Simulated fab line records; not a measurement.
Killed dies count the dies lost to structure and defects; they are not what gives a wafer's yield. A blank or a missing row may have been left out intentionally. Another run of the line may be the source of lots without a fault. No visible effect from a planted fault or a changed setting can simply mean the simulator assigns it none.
A sampling plan put to the test + flow nand harc + one line in one fab, 28 faults in these records, each fault weighed on the records of the lots it struck
The plan consists of the line's own looks: route steps at which the wafer is read by a gauge or an inspection but not changed. Where struck wafers have a number at a look and the file lists that look's usual mean and standard deviation on fault-free wafers, the look can be judged. Caught: 4 or more of those standard deviations (sigma) separate the usual mean from the mean of the struck wafers at a look after the fault's first step. On the tool: the fault's steps, tested the same way using the tool's own readings. Another recipe on the struck wafers, or a record that is blank for them alone, also counts as caught.

THE FAULTS, as the simulator had put them in
1. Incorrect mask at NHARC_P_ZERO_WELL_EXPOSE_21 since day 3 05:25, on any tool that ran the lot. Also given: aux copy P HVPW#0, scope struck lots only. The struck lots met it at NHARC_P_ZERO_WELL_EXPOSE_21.
2. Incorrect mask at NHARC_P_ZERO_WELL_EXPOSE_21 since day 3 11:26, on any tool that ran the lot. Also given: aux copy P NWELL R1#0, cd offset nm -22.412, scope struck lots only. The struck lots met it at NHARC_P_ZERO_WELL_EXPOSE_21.
3. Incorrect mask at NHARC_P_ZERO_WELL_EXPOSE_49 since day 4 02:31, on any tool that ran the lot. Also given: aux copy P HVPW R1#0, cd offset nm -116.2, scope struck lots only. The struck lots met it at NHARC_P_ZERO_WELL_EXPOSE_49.
4. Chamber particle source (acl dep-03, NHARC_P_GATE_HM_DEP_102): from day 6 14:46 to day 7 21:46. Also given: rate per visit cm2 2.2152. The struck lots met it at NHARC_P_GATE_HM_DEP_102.
5. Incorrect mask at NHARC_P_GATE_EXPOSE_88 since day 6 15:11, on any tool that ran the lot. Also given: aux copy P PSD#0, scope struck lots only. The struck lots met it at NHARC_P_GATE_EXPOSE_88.
6. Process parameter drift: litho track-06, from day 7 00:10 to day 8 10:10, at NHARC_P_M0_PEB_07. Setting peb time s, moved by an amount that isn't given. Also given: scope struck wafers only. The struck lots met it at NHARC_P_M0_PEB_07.
7. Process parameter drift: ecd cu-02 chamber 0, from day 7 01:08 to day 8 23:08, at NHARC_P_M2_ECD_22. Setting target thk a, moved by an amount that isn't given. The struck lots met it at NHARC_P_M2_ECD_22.
8. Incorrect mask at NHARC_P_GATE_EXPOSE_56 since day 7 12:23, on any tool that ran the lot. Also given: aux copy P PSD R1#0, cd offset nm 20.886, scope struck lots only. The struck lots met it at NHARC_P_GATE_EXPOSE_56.
9. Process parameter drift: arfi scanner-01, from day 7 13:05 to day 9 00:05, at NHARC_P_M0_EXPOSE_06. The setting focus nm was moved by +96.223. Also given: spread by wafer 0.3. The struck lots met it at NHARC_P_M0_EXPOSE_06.
10. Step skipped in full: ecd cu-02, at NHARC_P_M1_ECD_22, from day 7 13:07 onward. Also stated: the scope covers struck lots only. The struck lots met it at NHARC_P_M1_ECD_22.
11. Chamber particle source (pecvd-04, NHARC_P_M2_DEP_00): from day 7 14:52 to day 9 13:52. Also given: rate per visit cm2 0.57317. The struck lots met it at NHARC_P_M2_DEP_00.
12. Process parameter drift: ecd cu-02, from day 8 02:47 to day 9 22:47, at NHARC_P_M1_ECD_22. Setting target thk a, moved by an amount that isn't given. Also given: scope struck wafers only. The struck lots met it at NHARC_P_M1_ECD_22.
13. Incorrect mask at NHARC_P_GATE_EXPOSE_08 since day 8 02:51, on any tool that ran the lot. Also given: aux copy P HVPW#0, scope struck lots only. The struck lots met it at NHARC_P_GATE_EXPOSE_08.
14. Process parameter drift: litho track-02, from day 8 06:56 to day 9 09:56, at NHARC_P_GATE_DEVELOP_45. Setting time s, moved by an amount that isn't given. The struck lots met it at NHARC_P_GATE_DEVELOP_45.
15. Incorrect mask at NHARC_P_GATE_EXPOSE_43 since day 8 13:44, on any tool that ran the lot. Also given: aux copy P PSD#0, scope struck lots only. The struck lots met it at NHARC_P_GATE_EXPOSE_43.
16. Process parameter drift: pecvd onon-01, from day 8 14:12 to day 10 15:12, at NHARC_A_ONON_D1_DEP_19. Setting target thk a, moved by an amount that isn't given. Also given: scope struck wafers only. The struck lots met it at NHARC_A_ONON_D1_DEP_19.
17. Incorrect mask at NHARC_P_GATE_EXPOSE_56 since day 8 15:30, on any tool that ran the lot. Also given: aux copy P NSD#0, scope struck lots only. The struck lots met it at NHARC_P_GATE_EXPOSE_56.
18. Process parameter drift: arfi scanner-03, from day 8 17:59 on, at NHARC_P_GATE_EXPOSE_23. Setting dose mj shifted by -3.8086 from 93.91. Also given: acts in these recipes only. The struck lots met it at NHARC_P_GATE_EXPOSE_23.
19. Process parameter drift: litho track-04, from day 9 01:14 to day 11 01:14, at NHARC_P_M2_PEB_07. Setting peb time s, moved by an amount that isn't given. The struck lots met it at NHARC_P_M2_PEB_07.
20. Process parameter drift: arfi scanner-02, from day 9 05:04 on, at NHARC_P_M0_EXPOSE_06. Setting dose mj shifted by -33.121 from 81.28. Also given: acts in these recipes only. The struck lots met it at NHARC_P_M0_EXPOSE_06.
21. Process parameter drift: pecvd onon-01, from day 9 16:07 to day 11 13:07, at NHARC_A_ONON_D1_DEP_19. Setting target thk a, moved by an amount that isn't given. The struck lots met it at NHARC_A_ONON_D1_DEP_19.
22. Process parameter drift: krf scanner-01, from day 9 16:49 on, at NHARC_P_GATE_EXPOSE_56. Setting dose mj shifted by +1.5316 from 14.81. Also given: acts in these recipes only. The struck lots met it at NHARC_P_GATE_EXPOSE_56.
23. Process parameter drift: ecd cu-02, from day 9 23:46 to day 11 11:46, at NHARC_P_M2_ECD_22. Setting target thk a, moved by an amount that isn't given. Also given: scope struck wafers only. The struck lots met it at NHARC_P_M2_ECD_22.
24. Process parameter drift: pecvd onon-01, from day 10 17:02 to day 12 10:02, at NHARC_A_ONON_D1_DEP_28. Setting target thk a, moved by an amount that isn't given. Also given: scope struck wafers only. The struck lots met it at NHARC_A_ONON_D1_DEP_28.
25. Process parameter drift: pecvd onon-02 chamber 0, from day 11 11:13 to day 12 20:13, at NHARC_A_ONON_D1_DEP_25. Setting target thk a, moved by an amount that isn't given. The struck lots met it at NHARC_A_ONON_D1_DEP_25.
26. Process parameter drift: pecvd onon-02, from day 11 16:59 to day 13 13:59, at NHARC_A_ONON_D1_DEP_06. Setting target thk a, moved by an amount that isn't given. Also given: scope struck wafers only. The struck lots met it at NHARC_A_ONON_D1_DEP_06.
27. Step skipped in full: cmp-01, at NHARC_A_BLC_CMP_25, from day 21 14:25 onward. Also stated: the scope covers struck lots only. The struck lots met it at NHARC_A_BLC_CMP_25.
28. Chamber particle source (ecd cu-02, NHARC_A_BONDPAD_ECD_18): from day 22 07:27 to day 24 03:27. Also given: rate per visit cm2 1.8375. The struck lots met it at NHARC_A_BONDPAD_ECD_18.

WHAT THE PLAN SAW
| fault | on the tool itself                               | first look that catches it                      | reading, sigma                                  | median hours from its first step to that look | hours from the fault's start to the first struck lot there | judged looks passed uncaught |
|-------|--------------------------------------------------|-------------------------------------------------|-------------------------------------------------|-----------------------------------------------|------------------------------------------------------------|------------------------------|
| 1     | under 2 sigma                                    | no look after it can be judged                  | -                                               | -                                             | -                                                          | 0                            |
| 2     | no reading that can be judged                    | NHARC_P_ZERO_WELL_CD_MEAS_24                    | cd nm -18                                       | 0.2                                           | 3                                                          | 0                            |
| 3     | under 2 sigma                                    | NHARC_P_ZERO_WELL_CD_MEAS_52                    | cd nm -73                                       | 0.2                                           | 3                                                          | 0                            |
| 4     | under 2 sigma                                    | NHARC_P_GATE_INSPECT_28                         | raw defect count +99 or beyond                  | 1.3                                           | 8                                                          | 0                            |
| 5     | no reading that can be judged                    | no look after it can be judged                  | -                                               | -                                             | -                                                          | 0                            |
| 6     | heater power total W +21 sigma                   | NHARC_P_M0_CD_MEAS_09                           | cd nm -9.6                                      | 0.1                                           | 14                                                         | 0                            |
| 7     | under 2 sigma                                    | no look after it can be judged                  | -                                               | -                                             | -                                                          | 0                            |
| 8     | under 2 sigma                                    | NHARC_P_GATE_CD_MEAS_59                         | cd nm +14                                       | 0.2                                           | 0                                                          | 0                            |
| 9     | exposure dose mJ cm2 +26 sigma                   | NHARC_P_M0_CD_MEAS_09                           | cd nm -7.8                                      | 0.1                                           | 31                                                         | 0                            |
| 10    | the tool's record is blank for the struck wafers | NHARC_P_M1_THK_MEAS_24                          | thk nm -99 or beyond                            | 1.0                                           | 8                                                          | 0                            |
| 11    | no reading that can be judged                    | NHARC_P_M2_INSPECT_11                           | raw defect count +99 or beyond                  | 1.0                                           | 8                                                          | 0                            |
| 12    | no reading that can be judged                    | no look after it can be judged                  | -                                               | -                                             | -                                                          | 0                            |
| 13    | no reading that can be judged                    | no look after it can be judged                  | -                                               | -                                             | -                                                          | 0                            |
| 14    | under 2 sigma                                    | no look after it can be judged                  | -                                               | -                                             | -                                                          | 0                            |
| 15    | under 2 sigma                                    | no look after it can be judged                  | -                                               | -                                             | -                                                          | 0                            |
| 16    | under 2 sigma                                    | NHARC_A_ONON_D1_THK_MEAS_21                     | thk nm -11                                      | 0.4                                           | 6                                                          | 0                            |
| 17    | no reading that can be judged                    | no look after it can be judged                  | -                                               | -                                             | -                                                          | 0                            |
| 18    | exposure dose mJ cm2 -42 sigma                   | NHARC_P_GATE_CD_MEAS_26                         | cd nm +5.4                                      | 0.1                                           | 0                                                          | 0                            |
| 19    | under 2 sigma                                    | none of the 2 looks that can be judged after it | strongest: cd nm at NHARC_P_M2_CD_MEAS_09, +2.6 | -                                             | -                                                          | 2                            |
| 20    | exposure dose mJ cm2 -99 or beyond sigma         | NHARC_P_M0_CD_MEAS_09                           | cd nm -61                                       | 0.1                                           | 15                                                         | 0                            |
| 21    | under 2 sigma                                    | NHARC_A_ONON_D1_THK_MEAS_21                     | thk nm +5.5                                     | 0.4                                           | 16                                                         | 0                            |
| 22    | exposure dose mJ cm2 +91 sigma                   | NHARC_P_GATE_CD_MEAS_59                         | cd nm +12                                       | 0.2                                           | 23                                                         | 0                            |
| 23    | no reading that can be judged                    | not the one look that can be judged after it    | -                                               | -                                             | -                                                          | 1                            |
| 24    | under 2 sigma                                    | NHARC_A_ONON_D1_THK_MEAS_30                     | thk nm +31                                      | 0.5                                           | 15                                                         | 0                            |
| 25    | under 2 sigma                                    | NHARC_A_ONON_D1_THK_MEAS_27                     | thk nm +66                                      | 0.5                                           | 11                                                         | 0                            |
| 26    | under 2 sigma                                    | NHARC_A_ONON_D1_THK_MEAS_08                     | thk nm -23                                      | 0.5                                           | 23                                                         | 0                            |
| 27    | the tool's record is blank for the struck wafers | NHARC_A_BLC_INSPECT_28                          | raw defect count +47                            | 0.4                                           | 6                                                          | 0                            |
| 28    | under 2 sigma                                    | NHARC_END_SORT_01                               | sort_bin_2_pct +57                              | 42.2                                          | 41                                                         | 1                            |
A dash: the fault is not caught, or the number is missing from these records.

Caught at a look: 18 of 28. Caught on the tool: 7 of 28. By one or the other: 18 of 28.
Caught at a look alone: faults 2, 3, 4, 8, 11, 16, 21, 24, 25, 26, 28.
Caught by neither: faults 1, 5, 7, 12, 13, 14, 15, 17, 19, 23.

THINNER SAMPLING
In the worst case, this is how late the first struck lot would be measured if the look that catches a fault measured only every second or every third lot, by lot number:
| fault | struck lots at that look, in order of time | every lot | every second lot | every third lot |
|-------|--------------------------------------------|-----------|------------------|-----------------|
| 2     | L747                                       | 3 h       | may miss it      | may miss it     |
| 3     | L502                                       | 3 h       | may miss it      | may miss it     |
| 4     | L781, L784                                 | 8 h       | 31 h             | may miss all 2  |
| 6     | L474                                       | 14 h      | may miss it      | may miss it     |
| 8     | L533                                       | 0 h       | may miss it      | may miss it     |
| 9     | L328                                       | 31 h      | may miss it      | may miss it     |
| 10    | L206, L207                                 | 8 h       | 9 h              | may miss all 2  |
| 11    | L296, L297                                 | 8 h       | 9 h              | may miss all 2  |
| 16    | L198, L200, L204                           | 6 h       | may miss all 3   | may miss all 3  |
| 18    | L993, L996                                 | 0 h       | 11 h             | may miss all 2  |
| 20    | L749                                       | 15 h      | may miss it      | may miss it     |
| 21    | L954                                       | 16 h      | may miss it      | may miss it     |
| 22    | L728, L729                                 | 23 h      | 23 h             | may miss all 2  |
| 24    | L638, L642                                 | 15 h      | may miss all 2   | may miss all 2  |
| 25    | L850, L852                                 | 11 h      | may miss all 2   | may miss all 2  |
| 26    | L580                                       | 23 h      | may miss it      | may miss it     |
| 27    | L318, L323, L317                           | 6 h       | 14 h             | may miss all 3  |
| 28    | L213, L217, L220                           | 41 h      | 57 h             | may miss all 3  |
Hours: fault start to first struck lot measured. 4 sigma limit: tested on the pooled struck wafers, so a lone lot may be under it. Other struck lots may not be in these records.

THE LONGEST TIMED WAY FROM STEP TO LOOK
For fault 28, NHARC_A_BONDPAD_ECD_18 and NHARC_END_SORT_01 are separated by a median of 42.2 hours. The look between them that can be judged stayed within 4 sigma: NHARC_THIN_TSV_CD_MEAS_37.
